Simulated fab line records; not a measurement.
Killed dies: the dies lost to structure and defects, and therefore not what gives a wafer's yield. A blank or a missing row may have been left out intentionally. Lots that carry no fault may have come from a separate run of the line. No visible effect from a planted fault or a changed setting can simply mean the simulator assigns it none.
fab line records :: flow nand-harc :: part 2 of 2: steps 24 to 35 of 35
[record]
  lots = 5
  wafers = 15
  last-day = 30
route steps=1302 shown P_CONTACT@247 P_M0@253
lots untouched by any fault: they come from a run of this same line in which no faults occurred
start-h: start of the lot's first displayed wafer, in hours after the record's first day :: wait-h: hours elapsed since this lot's preceding step :: " identical to the entry in the row above :: L1.1+2: several wafers, shown together as one row :: - no value, or no start given :: * or withheld: withheld :: < > ~ a bound
route shown NAME@n: NAME is a module with steps in the file, n the number in the route of the first one :: usual: mean and standard deviation over wafers with no fault :: same: alike in all rows :: chamber/n: place in a boat :: sites: each site's reading :: _std_site: the values' standard deviation :: _edge_site: inner sites' mean taken away from outer sites' mean :: radius-mm: how far each site lies from the wafer's centre :: mask NAME#n: copy n :: behind: the most recent tool/chamber to have shaped the wafer :: hold: cause of the lot's hold/its duration in hours/its outcome :: device: the transistor (n, p or np) that didn't switch :: end of line: the same wafers' tests at the end of the route :: a step with no rows: only its recipe :: killed: dies that structure and defects cost at the first sort, which is not the same as the wafer's yield :: map: a wafer's dies, marking killed ones x, the rest . and places with no die _
set.NAME: the setting the step ran with; set.NAME@STEP: the setting that earlier step ran with :: model.NAME: the simulator's own value behind a step, which no gauge read
lots at some steps of the route; a table a step, a row a wafer
services: when a tool's chamber went out of use (start-h, in hours from the record's first day, below 0 if earlier), for how many hours, and the reason
[[steps]]
[step NHARC_P_M0_STRIP_19]
[recipe]
  time-s = 600
  temp-c = 30
  chemistry = post-etch-residue-remover
lot.wafer: L075.6+3+4
tool: wet-bench-02
chamber: 6,2,3
start-h: 129.58
wait-h: -

lot.wafer: L076.4+3+1
tool: wet-bench-02
chamber: 3,4,6
start-h: 139.31
wait-h: -

lot.wafer: L079.4+5+3
tool: wet-bench-07
chamber: 2,3,4
start-h: 168.51
wait-h: -

lot.wafer: L082.4+1+2
tool: wet-bench-07
chamber: 0,1,3
start-h: 203.49
wait-h: -

lot.wafer: L090.4+1+3
tool: wet-bench-02
chamber: 0,3,4
start-h: 281.39
wait-h: -
[step NHARC_P_M0_DEGAS_28]
[recipe]
  temp-c = 250
  time-s = 60
[usual]
  heater-power-w = 341/45
  susceptor-temp-C = 249.99/0.16
lot.wafer: L075.4
tool: pvd-sputter-01
chamber: -
start-h: 129.86
wait-h: -
heater-power-w: 288
susceptor-temp-C: 250.04

lot.wafer: L075.3
tool: pvd-sputter-01
chamber: -
start-h: 129.86
wait-h: -
heater-power-w: 338
susceptor-temp-C: 249.89

lot.wafer: L075.6
tool: pvd-sputter-01
chamber: -
start-h: 129.86
wait-h: -
heater-power-w: 399
susceptor-temp-C: 250.13

lot.wafer: L076.3
tool: pvd-sputter-01
chamber: -
start-h: 139.56
wait-h: -
heater-power-w: 333
susceptor-temp-C: 250.13

lot.wafer: L076.1
tool: pvd-sputter-01
chamber: -
start-h: 139.56
wait-h: -
heater-power-w: 290
susceptor-temp-C: 249.91

lot.wafer: L076.4
tool: pvd-sputter-01
chamber: -
start-h: 139.56
wait-h: -
heater-power-w: 344
susceptor-temp-C: 250.06

lot.wafer: L079.4
tool: pvd-sputter-01
chamber: -
start-h: 168.78
wait-h: -
heater-power-w: 338
susceptor-temp-C: 250.20

lot.wafer: L079.3
tool: pvd-sputter-01
chamber: -
start-h: 168.78
wait-h: -
heater-power-w: 295
susceptor-temp-C: 249.90

lot.wafer: L079.5
tool: pvd-sputter-01
chamber: -
start-h: 168.78
wait-h: -
heater-power-w: 339
susceptor-temp-C: 250.03

lot.wafer: L082.4
tool: pvd-sputter-01
chamber: -
start-h: 203.77
wait-h: -
heater-power-w: 391
susceptor-temp-C: 249.82

lot.wafer: L082.1
tool: pvd-sputter-01
chamber: -
start-h: 203.77
wait-h: -
heater-power-w: 340
susceptor-temp-C: 250.01

lot.wafer: L082.2
tool: pvd-sputter-01
chamber: -
start-h: 203.77
wait-h: -
heater-power-w: 331
susceptor-temp-C: 249.69

lot.wafer: L090.1
tool: pvd-sputter-01
chamber: -
start-h: 281.75
wait-h: -
heater-power-w: 375
susceptor-temp-C: 250.11

lot.wafer: L090.3
tool: pvd-sputter-01
chamber: -
start-h: 281.75
wait-h: -
heater-power-w: 303
susceptor-temp-C: 249.96

lot.wafer: L090.4
tool: pvd-sputter-01
chamber: -
start-h: 281.75
wait-h: -
heater-power-w: 337
susceptor-temp-C: 249.92
[step NHARC_P_M0_PRE_CLEAN_29]
[recipe]
  time-s = 30
  temp-c = 280
  gas = H2/He
[usual]
  heater-power-w = 416/51
  susceptor-temp-C = 280.01/0.17
lot.wafer: L075.4
tool: pvd-sputter-01
chamber: -
start-h: -
wait-h: -
heater-power-w: 416
susceptor-temp-C: 279.88

lot.wafer: L075.3
tool: pvd-sputter-01
chamber: -
start-h: -
wait-h: -
heater-power-w: 361
susceptor-temp-C: 280.17

lot.wafer: L075.6
tool: pvd-sputter-01
chamber: -
start-h: -
wait-h: -
heater-power-w: 406
susceptor-temp-C: 279.92

lot.wafer: L076.3
tool: pvd-sputter-01
chamber: -
start-h: -
wait-h: -
heater-power-w: 411
susceptor-temp-C: 280.01

lot.wafer: L076.4
tool: pvd-sputter-01
chamber: -
start-h: -
wait-h: -
heater-power-w: 360
susceptor-temp-C: 280.00

lot.wafer: L076.1
tool: pvd-sputter-01
chamber: -
start-h: -
wait-h: -
heater-power-w: 430
susceptor-temp-C: 279.90

lot.wafer: L079.3
tool: pvd-sputter-01
chamber: -
start-h: -
wait-h: -
heater-power-w: 411
susceptor-temp-C: -

lot.wafer: L079.4
tool: pvd-sputter-01
chamber: -
start-h: -
wait-h: -
heater-power-w: 475
susceptor-temp-C: -

lot.wafer: L079.5
tool: pvd-sputter-01
chamber: -
start-h: -
wait-h: -
heater-power-w: 406
susceptor-temp-C: -

lot.wafer: L082.1
tool: pvd-sputter-01
chamber: -
start-h: -
wait-h: -
heater-power-w: 423
susceptor-temp-C: 280.11

lot.wafer: L082.2
tool: pvd-sputter-01
chamber: -
start-h: -
wait-h: -
heater-power-w: 466
susceptor-temp-C: 279.94

lot.wafer: L082.4
tool: pvd-sputter-01
chamber: -
start-h: -
wait-h: -
heater-power-w: 360
susceptor-temp-C: 279.87

lot.wafer: L090.1
tool: pvd-sputter-01
chamber: -
start-h: -
wait-h: -
heater-power-w: 427
susceptor-temp-C: 279.92

lot.wafer: L090.4
tool: pvd-sputter-01
chamber: -
start-h: -
wait-h: -
heater-power-w: 379
susceptor-temp-C: 280.24

lot.wafer: L090.3
tool: pvd-sputter-01
chamber: -
start-h: -
wait-h: -
heater-power-w: 465
susceptor-temp-C: 279.92
[step NHARC_P_M0_PVD_20]
[recipe]
  target-thk-a = 50
  bias-v = 168.6
  power-w = 15000
  chamber-pressure-pa = 0.12
  time-s = 8.06
  substrate-temp-c = 50
  material = TaN
[usual]
  throttle-valve-pct = 30.2/1.1
lot.wafer: L075.4
tool: pvd-sputter-01
chamber: -
start-h: -
wait-h: -
throttle-valve-pct: 29.8

lot.wafer: L075.3
tool: pvd-sputter-01
chamber: -
start-h: -
wait-h: -
throttle-valve-pct: 31.1

lot.wafer: L075.6
tool: pvd-sputter-01
chamber: -
start-h: -
wait-h: -
throttle-valve-pct: 30.8

lot.wafer: L076.1
tool: pvd-sputter-01
chamber: -
start-h: -
wait-h: -
throttle-valve-pct: 28.7

lot.wafer: L076.3
tool: pvd-sputter-01
chamber: -
start-h: -
wait-h: -
throttle-valve-pct: 29.7

lot.wafer: L076.4
tool: pvd-sputter-01
chamber: -
start-h: -
wait-h: -
throttle-valve-pct: 31.2

lot.wafer: L079.4
tool: pvd-sputter-01
chamber: -
start-h: -
wait-h: -
throttle-valve-pct: 29.0

lot.wafer: L079.3
tool: pvd-sputter-01
chamber: -
start-h: -
wait-h: -
throttle-valve-pct: 31.2

lot.wafer: L079.5
tool: pvd-sputter-01
chamber: -
start-h: -
wait-h: -
throttle-valve-pct: 31.2

lot.wafer: L082.2
tool: pvd-sputter-01
chamber: -
start-h: -
wait-h: -
throttle-valve-pct: 30.7

lot.wafer: L082.4
tool: pvd-sputter-01
chamber: -
start-h: -
wait-h: -
throttle-valve-pct: 28.8

lot.wafer: L082.1
tool: pvd-sputter-01
chamber: -
start-h: -
wait-h: -
throttle-valve-pct: 31.0

lot.wafer: L090.1
tool: pvd-sputter-01
chamber: -
start-h: -
wait-h: -
throttle-valve-pct: 30.4

lot.wafer: L090.3
tool: pvd-sputter-01
chamber: -
start-h: -
wait-h: -
throttle-valve-pct: 30.6

lot.wafer: L090.4
tool: pvd-sputter-01
chamber: -
start-h: -
wait-h: -
throttle-valve-pct: 30.5
[step NHARC_P_M0_PVD_21]
[recipe]
  target-thk-a = 300
  chamber-pressure-pa = 5
  power-w = 5000
  substrate-temp-c = 30
  time-s = 20.49
  material = Cu
[usual]
  throttle-valve-pct = 30.1/1.1
lot.wafer: L075.4
tool: pvd-sputter-01
chamber: -
start-h: -
wait-h: -
throttle-valve-pct: 31.0

lot.wafer: L075.3
tool: pvd-sputter-01
chamber: -
start-h: -
wait-h: -
throttle-valve-pct: 30.8

lot.wafer: L075.6
tool: pvd-sputter-01
chamber: -
start-h: -
wait-h: -
throttle-valve-pct: 29.0

lot.wafer: L076.1
tool: pvd-sputter-01
chamber: -
start-h: -
wait-h: -
throttle-valve-pct: 29.8

lot.wafer: L076.4
tool: pvd-sputter-01
chamber: -
start-h: -
wait-h: -
throttle-valve-pct: 31.2

lot.wafer: L076.3
tool: pvd-sputter-01
chamber: -
start-h: -
wait-h: -
throttle-valve-pct: 28.8

lot.wafer: L079.4
tool: pvd-sputter-01
chamber: -
start-h: -
wait-h: -
throttle-valve-pct: 30.8

lot.wafer: L079.3
tool: pvd-sputter-01
chamber: -
start-h: -
wait-h: -
throttle-valve-pct: 29.5

lot.wafer: L079.5
tool: pvd-sputter-01
chamber: -
start-h: -
wait-h: -
throttle-valve-pct: 29.7

lot.wafer: L082.4
tool: pvd-sputter-01
chamber: -
start-h: -
wait-h: -
throttle-valve-pct: 30.8

lot.wafer: L082.1
tool: pvd-sputter-01
chamber: -
start-h: -
wait-h: -
throttle-valve-pct: 30.8

lot.wafer: L082.2
tool: pvd-sputter-01
chamber: -
start-h: -
wait-h: -
throttle-valve-pct: 29.7

lot.wafer: L090.4
tool: pvd-sputter-01
chamber: -
start-h: -
wait-h: -
throttle-valve-pct: 30.4

lot.wafer: L090.3
tool: pvd-sputter-01
chamber: -
start-h: -
wait-h: -
throttle-valve-pct: 29.5

lot.wafer: L090.1
tool: pvd-sputter-01
chamber: -
start-h: -
wait-h: -
throttle-valve-pct: 30.5
[step NHARC_P_M0_ECD_22]
[recipe]
  target-thk-a = 4000
  bath-temp-c = 25
  material = Cu
lot.wafer: L075.4+3+6
tool: ecd-cu-02
chamber: 1,0,0
start-h: 130.31
wait-h: -

lot.wafer: L076.1+4+3
tool: ecd-cu-02
chamber: 0,0,1
start-h: 139.93
wait-h: -

lot.wafer: L079.4+3+5
tool: ecd-cu-01
chamber: 1,0,0
start-h: 169.24
wait-h: -

lot.wafer: L082.1+2+4
tool: ecd-cu-01
chamber: 1,0,1
start-h: 204.14
wait-h: -

lot.wafer: L090.1+4+3
tool: ecd-cu-01
chamber: 1,1,0
start-h: 282.11
wait-h: -
[step NHARC_P_M0_ANNEAL_30]
[recipe]
  temp-c = 225
  time-s = 90
[usual]
  wafer_temp_C_max = 225.76/0.23
lot.wafer: L075.3
tool: rtp-anneal-01
chamber: 0
start-h: 130.69
wait-h: -
wafer_temp_C_max: 225.80

lot.wafer: L075.4
tool: rtp-anneal-01
chamber: 0
start-h: 130.69
wait-h: -
wafer_temp_C_max: 225.47

lot.wafer: L075.6
tool: rtp-anneal-01
chamber: 0
start-h: 130.69
wait-h: -
wafer_temp_C_max: 225.60

lot.wafer: L076.1
tool: rtp-anneal-01
chamber: 0
start-h: 140.34
wait-h: 0.4
wafer_temp_C_max: 225.55

lot.wafer: L076.3
tool: rtp-anneal-01
chamber: 0
start-h: 140.34
wait-h: 0.4
wafer_temp_C_max: 225.66

lot.wafer: L076.4
tool: rtp-anneal-01
chamber: 0
start-h: 140.34
wait-h: 0.4
wafer_temp_C_max: 225.40

lot.wafer: L079.3
tool: rtp-anneal-01
chamber: 0
start-h: 169.62
wait-h: 0.3
wafer_temp_C_max: 225.86

lot.wafer: L079.4
tool: rtp-anneal-01
chamber: 0
start-h: 169.62
wait-h: 0.3
wafer_temp_C_max: 225.74

lot.wafer: L079.5
tool: rtp-anneal-01
chamber: 0
start-h: 169.62
wait-h: 0.3
wafer_temp_C_max: 226.12

lot.wafer: L082.1
tool: rtp-anneal-02
chamber: 0
start-h: 204.52
wait-h: -
wafer_temp_C_max: 225.40

lot.wafer: L082.2
tool: rtp-anneal-02
chamber: 0
start-h: 204.52
wait-h: -
wafer_temp_C_max: 225.76

lot.wafer: L082.4
tool: rtp-anneal-02
chamber: 0
start-h: 204.52
wait-h: -
wafer_temp_C_max: 225.66

lot.wafer: L090.1
tool: rtp-anneal-01
chamber: 0
start-h: 282.49
wait-h: -
wafer_temp_C_max: 225.90

lot.wafer: L090.3
tool: rtp-anneal-01
chamber: 0
start-h: 282.49
wait-h: -
wafer_temp_C_max: 226.00

lot.wafer: L090.4
tool: rtp-anneal-01
chamber: 0
start-h: 282.49
wait-h: -
wafer_temp_C_max: 226.22
[step NHARC_P_M0_CMP_23]
[recipe]
  t-overpolish-s = 20
  target-thk-nm = 117.54
[usual]
  motor-current-A = 12.4/0.96
  pad-life-wafers = 158/94
  time-to-endpoint-s = 31/3.3
lot.wafer: L075.4
tool: cmp-03
chamber: 0
start-h: 130.93
wait-h: -
motor-current-A: 13.2
pad-life-wafers: 144
time-to-endpoint-s: 27

lot.wafer: L075.3
tool: cmp-03
chamber: 1
start-h: 130.93
wait-h: -
motor-current-A: 10.7
pad-life-wafers: 145
time-to-endpoint-s: 31

lot.wafer: L075.6
tool: cmp-03
chamber: 0
start-h: 130.93
wait-h: -
motor-current-A: 13.0
pad-life-wafers: -
time-to-endpoint-s: 25

lot.wafer: L076.3
tool: cmp-03
chamber: 3
start-h: 140.72
wait-h: -
motor-current-A: 12.7
pad-life-wafers: 175
time-to-endpoint-s: 33

lot.wafer: L076.4
tool: cmp-03
chamber: 0
start-h: 140.72
wait-h: -
motor-current-A: 12.5
pad-life-wafers: 176
time-to-endpoint-s: 24

lot.wafer: L076.1
tool: cmp-03
chamber: 1
start-h: 140.72
wait-h: -
motor-current-A: 10.6
pad-life-wafers: 177
time-to-endpoint-s: 31

lot.wafer: L079.4
tool: cmp-03
chamber: 1
start-h: 169.89
wait-h: -
motor-current-A: 10.6
pad-life-wafers: 283
time-to-endpoint-s: 35

lot.wafer: L079.3
tool: cmp-03
chamber: 2
start-h: 169.89
wait-h: -
motor-current-A: 11.5
pad-life-wafers: 284
time-to-endpoint-s: 33

lot.wafer: L079.5
tool: cmp-03
chamber: 0
start-h: 169.89
wait-h: -
motor-current-A: 12.8
pad-life-wafers: -
time-to-endpoint-s: 28

lot.wafer: L082.1
tool: cmp-01
chamber: 0
start-h: 204.87
wait-h: -
motor-current-A: 13.0
pad-life-wafers: 48
time-to-endpoint-s: 32

lot.wafer: L082.4
tool: cmp-01
chamber: 1
start-h: 204.87
wait-h: -
motor-current-A: 13.7
pad-life-wafers: 49
time-to-endpoint-s: 35

lot.wafer: L082.2
tool: cmp-01
chamber: 2
start-h: 204.87
wait-h: -
motor-current-A: 12.7
pad-life-wafers: 50
time-to-endpoint-s: 33

lot.wafer: L090.4
tool: cmp-03
chamber: 0
start-h: 282.83
wait-h: -
motor-current-A: 13.3
pad-life-wafers: 18
time-to-endpoint-s: 25

lot.wafer: L090.3
tool: cmp-03
chamber: 1
start-h: 282.83
wait-h: -
motor-current-A: 10.6
pad-life-wafers: 19
time-to-endpoint-s: 29

lot.wafer: L090.1
tool: cmp-03
chamber: 2
start-h: 282.83
wait-h: -
motor-current-A: 11.1
pad-life-wafers: 20
time-to-endpoint-s: 31
[step NHARC_P_M0_THK_MEAS_24]
[recipe]
  thk-meas-gauge = xrf
[usual]
  thk-nm = 118.4/1.6
lot.wafer: L075.3
tool: film-metro-01
chamber: -
start-h: 131.26
wait-h: -
thk-nm: 119.0

lot.wafer: L075.4
tool: film-metro-01
chamber: -
start-h: 131.26
wait-h: -
thk-nm: 116.9

lot.wafer: L075.6
tool: film-metro-01
chamber: -
start-h: 131.26
wait-h: -
thk-nm: 116.2

lot.wafer: L076.1
tool: film-metro-02
chamber: -
start-h: 141.00
wait-h: -
thk-nm: 119.8

lot.wafer: L076.3
tool: film-metro-02
chamber: -
start-h: 141.00
wait-h: -
thk-nm: 117.6

lot.wafer: L076.4
tool: film-metro-02
chamber: -
start-h: 141.00
wait-h: -
thk-nm: 116.5

lot.wafer: L079.3
tool: film-metro-02
chamber: -
start-h: 170.18
wait-h: -
thk-nm: 117.7

lot.wafer: L079.4
tool: film-metro-02
chamber: -
start-h: 170.18
wait-h: -
thk-nm: 117.2

lot.wafer: L079.5
tool: film-metro-02
chamber: -
start-h: 170.18
wait-h: -
thk-nm: 115.1

lot.wafer: L082.1
tool: film-metro-01
chamber: -
start-h: 205.19
wait-h: -
thk-nm: 118.6

lot.wafer: L082.2
tool: film-metro-01
chamber: -
start-h: 205.19
wait-h: -
thk-nm: 119.9

lot.wafer: L082.4
tool: film-metro-01
chamber: -
start-h: 205.19
wait-h: -
thk-nm: 118.8

lot.wafer: L090.1
tool: film-metro-02
chamber: -
start-h: 283.14
wait-h: -
thk-nm: 117.1

lot.wafer: L090.3
tool: film-metro-02
chamber: -
start-h: 283.14
wait-h: -
thk-nm: 116.6

lot.wafer: L090.4
tool: film-metro-02
chamber: -
start-h: 283.14
wait-h: -
thk-nm: 114.3
[step NHARC_P_M0_SRD_25]
lot.wafer: L075.3+6+4
tool: wet-bench-08
chamber: 1,5,6
start-h: 131.30
wait-h: 0.0

lot.wafer: L076.3+1+4
tool: wet-bench-08
chamber: 5,6,2
start-h: 141.07
wait-h: 0.1

lot.wafer: L079.4+5+3
tool: wet-bench-10
chamber: 3,5,7
start-h: 170.22
wait-h: 0.0

lot.wafer: L082.4+2+1
tool: wet-bench-10
chamber: 3,4,6
start-h: 205.24
wait-h: 0.0

lot.wafer: L090.3+1+4
tool: wet-bench-08
chamber: 3,6,0
start-h: 283.18
wait-h: 0.0
[step NHARC_P_M0_INSPECT_27]
[usual]
  raw-defect-count = 333/150
lot.wafer: L075.3
tool: defect-inspect-02
chamber: -
start-h: 131.44
wait-h: 0.0
raw-defect-count: 156

lot.wafer: L075.4
tool: defect-inspect-02
chamber: -
start-h: 131.44
wait-h: 0.0
raw-defect-count: 227

lot.wafer: L075.6
tool: defect-inspect-02
chamber: -
start-h: 131.44
wait-h: 0.0
raw-defect-count: 206

lot.wafer: L076.1
tool: defect-inspect-02
chamber: -
start-h: 141.21
wait-h: 0.0
raw-defect-count: 265

lot.wafer: L076.3
tool: defect-inspect-02
chamber: -
start-h: 141.21
wait-h: 0.0
raw-defect-count: 142

lot.wafer: L076.4
tool: defect-inspect-02
chamber: -
start-h: 141.21
wait-h: 0.0
raw-defect-count: 270

lot.wafer: L079.3
tool: defect-inspect-02
chamber: -
start-h: 170.33
wait-h: 0.0
raw-defect-count: 377

lot.wafer: L079.4
tool: defect-inspect-02
chamber: -
start-h: 170.33
wait-h: 0.0
raw-defect-count: 380

lot.wafer: L079.5
tool: defect-inspect-02
chamber: -
start-h: 170.33
wait-h: 0.0
raw-defect-count: 656

lot.wafer: L082.1
tool: defect-inspect-01
chamber: -
start-h: 205.34
wait-h: 0.0
raw-defect-count: 274

lot.wafer: L082.2
tool: defect-inspect-01
chamber: -
start-h: 205.34
wait-h: 0.0
raw-defect-count: 275

lot.wafer: L082.4
tool: defect-inspect-01
chamber: -
start-h: 205.34
wait-h: 0.0
raw-defect-count: 176

lot.wafer: L090.1
tool: defect-inspect-02
chamber: -
start-h: 283.30
wait-h: 0.0
raw-defect-count: 393

lot.wafer: L090.3
tool: defect-inspect-02
chamber: -
start-h: 283.30
wait-h: 0.0
raw-defect-count: 299

lot.wafer: L090.4
tool: defect-inspect-02
chamber: -
start-h: 283.30
wait-h: 0.0
raw-defect-count: 349
[step NHARC_P_M0_PRE_CLEAN_31]
[recipe]
  time-s = 12
  temp-c = 370
  rf-power-w = 300
  gas = NH3
[usual]
  heater-power-w = 628/65
  susceptor-temp-C = 370.02/0.24
lot.wafer: L075.3
tool: pecvd-03
chamber: 0
start-h: 131.52
wait-h: 0.1
heater-power-w: 657
susceptor-temp-C: 369.78

lot.wafer: L075.4
tool: pecvd-03
chamber: 2
start-h: 131.52
wait-h: 0.1
heater-power-w: 784
susceptor-temp-C: 369.89

lot.wafer: L075.6
tool: pecvd-03
chamber: 1
start-h: 131.52
wait-h: 0.1
heater-power-w: 636
susceptor-temp-C: 370.29

lot.wafer: L076.1
tool: pecvd-04
chamber: 0
start-h: 141.29
wait-h: 0.1
heater-power-w: 734
susceptor-temp-C: 370.40

lot.wafer: L076.3
tool: pecvd-04
chamber: 1
start-h: 141.29
wait-h: 0.1
heater-power-w: 508
susceptor-temp-C: 369.73

lot.wafer: L076.4
tool: pecvd-04
chamber: 2
start-h: 141.29
wait-h: 0.1
heater-power-w: 611
susceptor-temp-C: 370.30

lot.wafer: L079.3
tool: pecvd-02
chamber: 1
start-h: 170.40
wait-h: 0.1
heater-power-w: 555
susceptor-temp-C: 369.65

lot.wafer: L079.5
tool: pecvd-02
chamber: 1
start-h: 170.40
wait-h: 0.1
heater-power-w: 544
susceptor-temp-C: 369.54

lot.wafer: L079.4
tool: pecvd-02
chamber: 0
start-h: 170.40
wait-h: 0.1
heater-power-w: 660
susceptor-temp-C: 370.02

lot.wafer: L082.2
tool: pecvd-04
chamber: 0
start-h: 205.46
wait-h: 0.1
heater-power-w: 646
susceptor-temp-C: 369.97

lot.wafer: L082.1
tool: pecvd-04
chamber: 1
start-h: 205.46
wait-h: 0.1
heater-power-w: 526
susceptor-temp-C: 370.19

lot.wafer: L082.4
tool: pecvd-04
chamber: 0
start-h: 205.46
wait-h: 0.1
heater-power-w: 660
susceptor-temp-C: 370.12

lot.wafer: L090.3
tool: pecvd-04
chamber: 1
start-h: 283.37
wait-h: 0.1
heater-power-w: 566
susceptor-temp-C: 369.81

lot.wafer: L090.1
tool: pecvd-04
chamber: 2
start-h: 283.37
wait-h: 0.1
heater-power-w: 672
susceptor-temp-C: 369.89

lot.wafer: L090.4
tool: pecvd-04
chamber: 0
start-h: 283.37
wait-h: 0.1
heater-power-w: 711
susceptor-temp-C: 370.38
[[services]]
tool: rie-diel-02
chamber: 0
start-h: 111.93
hours: 9.2
kind: repair

tool: rie-diel-02
chamber: 2
start-h: 117.46
hours: 9.4
kind: repair

tool: rie-diel-09
chamber: -
start-h: 124.89
hours: 0.8
kind: repair

tool: cmp-03
chamber: -
start-h: 125.09
hours: 3.1
kind: repair

tool: rtp-anneal-01
chamber: -
start-h: 141.27
hours: 3.8
kind: repair

tool: rie-diel-09
chamber: -
start-h: 143.41
hours: 9.0
kind: pm

tool: ald-metal-01
chamber: -
start-h: 151.83
hours: 0.4
kind: repair

tool: litho-track-01
chamber: -
start-h: 155.00
hours: 7.0
kind: pm

tool: rie-diel-02
chamber: 2
start-h: 162.77
hours: 3.7
kind: repair

tool: ald-metal-01
chamber: -
start-h: 170.00
hours: 10.0
kind: pm

tool: cmp-03
chamber: -
start-h: 176.49
hours: 4.0
kind: pm

tool: litho-track-06
chamber: -
start-h: 179.00
hours: 7.0
kind: pm

tool: rie-diel-02
chamber: 0
start-h: 187.84
hours: 16.3
kind: repair

tool: rie-diel-02
chamber: 1
start-h: 195.46
hours: 4.7
kind: repair

tool: litho-track-04
chamber: -
start-h: 203.00
hours: 7.0
kind: pm

tool: pecvd-02
chamber: -
start-h: 214.97
hours: 0.5
kind: repair

tool: rie-diel-02
chamber: -
start-h: 217.04
hours: 9.0
kind: pm

tool: pvd-sputter-01
chamber: -
start-h: 226.00
hours: 10.0
kind: pm

tool: pecvd-02
chamber: -
start-h: 227.13
hours: 13.0
kind: pm

tool: ald-metal-01
chamber: 0
start-h: 238.16
hours: 13.3
kind: repair

tool: rie-diel-02
chamber: -
start-h: 246.15
hours: 0.7
kind: repair

tool: cmp-03
chamber: -
start-h: 274.49
hours: 4.0
kind: pm

tool: rie-diel-09
chamber: 2
start-h: 281.87
hours: 22.6
kind: repair

tool: pecvd-02
chamber: -
start-h: 283.20
hours: 3.0
kind: repair
